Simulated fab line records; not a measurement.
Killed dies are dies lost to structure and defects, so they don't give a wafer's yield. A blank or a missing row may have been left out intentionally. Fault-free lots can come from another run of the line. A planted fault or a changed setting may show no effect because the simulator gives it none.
Struck lot and sound lot, side by side / flow nand harc / 27 out of 1302 route steps
Sound: the wafers L916.1, L916.2, L916.5. The struck wafers were L928.1, L928.2, L928.4. The cause comes at the end.
For every step that has rows: the tool of each side, followed by ch and its chambers, followed by its first start. Under that, the readings that differ: sound wafers / struck wafers / difference of the means / sigmas: that difference in standard deviations of wafers without a fault.
alike: words and numbers the same on both sides, and readings whose means are apart by under 2 such deviations; not compared: readings that were withheld, readings missing a value for some wafer, numbers with overlapping values and no deviation given by the record, and bounds like >300 which may hide the same value.
A row with sigmas, a row that says differs or no value, or rows on one side alone: a step with any of these is where the two part. Numbers that don't overlap but have no deviation are shown without sigmas and don't part them. A reading that every wafer of one side lacks parts them only if that side has two wafers or more.

NHARC_A_CHANNEL_HOLE_D2_DESCUM_15: chemistry O2, time 3 s.
  sound on rie diel-11 ch 1,2, day 14 00:08; struck on rie diel-04 ch 0,1,3, day 18 15:31
  alike: drypump motor current A, oes product au, rf vpp V, showerhead plenum p Torr, throttle valve pct
  not compared: rf hours counter h
then, 4 steps without rows for these wafers: NHARC_A_CHANNEL_HOLE_D2_ETCH_38 (etches the open film in CF4, target depth 39 nm, time 65 s); NHARC_A_CHANNEL_HOLE_D2_ETCH_39 (etches the open film in N2/H2, target depth 260 nm, time 325 s); NHARC_A_CHANNEL_HOLE_D2_ETCH_34 (etches the open film in CF4/CHF3, target depth 154 nm, time 77 s); NHARC_A_CHANNEL_HOLE_D2_ETCH_16 (etches the open film in O2/COS, target depth 3100 nm, time 806 s).
NHARC_A_CHANNEL_HOLE_D2_CD_MEAS_18:
  sound on cd sem-02, day 14 01:14; struck on cd sem-02, day 18 16:37
  alike: cd nm
then, 2 steps without rows for these wafers: NHARC_A_CHANNEL_HOLE_D2_ETCH_19 (etches the open film in C4F8/O2/Ar, time 34.5 s); NHARC_A_CHANNEL_HOLE_D2_ETCH_20 (etches the open film in C4F8/O2/Ar, time 361.9 s, target depth 1600 nm).
NHARC_A_CHANNEL_HOLE_D2_ETCH_21: etches the open film in C4F8/O2/Ar, time 514.3 s, target depth 1600 nm.
  sound on har etch-02 ch 0, day 14 02:10; struck on har etch-02 ch 0,1, day 18 17:08
  alike: drypump motor current A, showerhead plenum p Torr, throttle valve pct
  not compared: rf hours counter h
then, 1 step without rows for these wafers: NHARC_A_CHANNEL_HOLE_D2_ETCH_22 (etches the open film in C4F8/O2/Ar, time 666.7 s, target depth 1600 nm).
NHARC_A_CHANNEL_HOLE_D2_ETCH_23: etches the open film in C4F8/O2/Ar, time 819 s, target depth 1600 nm.
  sound on har etch-02 ch 0, day 14 04:11; struck on har etch-02 ch 0,1, day 18 18:08
  alike: drypump motor current A, showerhead plenum p Torr, throttle valve pct
  not compared: rf hours counter h
NHARC_A_CHANNEL_HOLE_D2_ETCH_24: etches the open film in C4F8/O2/Ar, time 906.2 s, target depth 1500 nm.
  sound on har etch-02 ch 0, day 14 05:35; struck on har etch-02 ch 0,1, day 18 18:50
  alike: drypump motor current A, showerhead plenum p Torr, throttle valve pct
  not compared: rf hours counter h
NHARC_A_CHANNEL_HOLE_D2_ETCH_25: etches the open film in C4F8/O2/Ar, time 1040.2 s, target depth 1500 nm.
  sound on har etch-02 ch 0, day 14 07:08; struck on har etch-02 ch 0,1, day 18 19:36
  alike: drypump motor current A, showerhead plenum p Torr, throttle valve pct
  not compared: rf hours counter h
then, 9 steps without rows for these wafers: NHARC_A_CHANNEL_HOLE_D2_ETCH_26 (etches the open film in C4F8/O2/Ar, time 224.1 s, target depth 300 nm); NHARC_A_CHANNEL_HOLE_D2_ETCH_27 (etches the open film in C4F8/O2/Ar, time 90 s, target depth 400 nm); NHARC_A_CHANNEL_HOLE_D2_STRIP_41 (strips in N2/H2); NHARC_A_CHANNEL_HOLE_D2_STRIP_42 (strips in CF4/CHF3); NHARC_A_CHANNEL_HOLE_D2_STRIP_43 (strips in O2/COS); NHARC_A_CHANNEL_HOLE_D2_ETCH_44 (etches the open film in CF4/O2, target depth 140 nm, overetch 14 nm, time 77 s); NHARC_A_CHANNEL_HOLE_D2_STRIP_28 (strips in O2); NHARC_A_CHANNEL_HOLE_D2_PRECLEAN_29 (cleans in SC1); NHARC_A_CHANNEL_HOLE_D2_SRD_30.
NHARC_A_CHANNEL_HOLE_D2_CD_MEAS_31:
  sound on cd sem-03, day 14 11:10; struck on cd sem-03, day 18 22:17
  alike: cd nm
NHARC_A_CHANNEL_HOLE_D2_XSEM_32:
  sound on xsem-01 ch 0, day 14 11:16; struck on xsem-01 ch 0, day 18 22:22
  alike: bot cd nm, bow nm, tilt deg
NHARC_A_CHANNEL_HOLE_D2_INSPECT_40:
  sound on defect inspect-02, day 14 11:22; struck on defect inspect-01, day 18 22:29
reading=raw defect count; sound=408 463 353; struck=782 770 872; difference=+400; sigmas=+4
then, 1 step without rows for these wafers: NHARC_A_CHANNEL_FILL_D2_PRECLEAN_00 (cleans in SC1).
-- jump in the record: it breaks off in module A_CHANNEL_FILL_D2 and resumes in module END (first step shown: number 1302 of the route), and 11 days separate the struck wafers' starts before and after --
NHARC_END_SORT_01:
  at this point the record logs the struck wafers (prober-01 ch 0, day 29 15:30) and has no rows for the sound ones

== WHERE THEY PART ==
Last at NHARC_END_SORT_01 as far as this record goes, first at NHARC_A_CHANNEL_HOLE_D2_INSPECT_40.

WHY: what the simulator had put in
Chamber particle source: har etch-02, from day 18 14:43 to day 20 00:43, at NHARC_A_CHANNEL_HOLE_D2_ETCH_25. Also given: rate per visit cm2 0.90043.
